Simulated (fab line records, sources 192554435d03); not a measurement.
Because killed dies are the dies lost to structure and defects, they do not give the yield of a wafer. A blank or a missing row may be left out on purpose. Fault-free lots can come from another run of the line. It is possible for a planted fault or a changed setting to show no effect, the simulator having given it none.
Chamber matching ; flow n5-finfet ; N5_BEOL_M6_STRIP_67 on rie-diel-01: 4 sister chambers
The step strips in CF4. 4 wafers are shown with their chamber, then 7 later ones without.

EACH WAFER AND ITS CHAMBER
wafer;chamber;drypump-motor-current-A (A)
L836.5;1;6.0
L842.6;3;5.7
L845.2;2;5.9
L845.3;0;5.5

WAFERS WITH NO CHAMBER GIVEN
wafer;drypump-motor-current-A (A)
L845.6;5.5
L844.1;5.7
L844.3;5.9
L844.4;6.0
L851.1;5.5
L851.5;6.1
L851.6;5.8

WHICH CHAMBER EACH WENT THROUGH
wafer;from the rows above;in truth
L845.6;0;0
L844.1;3;3
L844.3;can't be placed: 2 or 1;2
L844.4;can't be placed: 1 or 2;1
L851.1;0;0
L851.5;can't be placed: 1 or 2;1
L851.6;can't be placed: 3 or 2 or 1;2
Correctly placed: 3 of 7. Cannot be placed on the basis of these rows: 4; the candidates contain the true chamber in 4. 0 placed wrongly.
How it was worked out, from the rows above alone: a wafer's distance from a chamber is the root of the sum, over the readings, of the square of ((its reading less the chamber's mean) divided by the reading's scatter). If the next closest chamber is less than 2 further off than the closest, the wafer can't be placed; otherwise it belongs to the closest. Each chamber's mean is taken over the wafers shown for it. The scatter (one wafer shown for each chamber): square how far every hidden wafer sits from the nearest shown wafer, average those squares and take the square root.
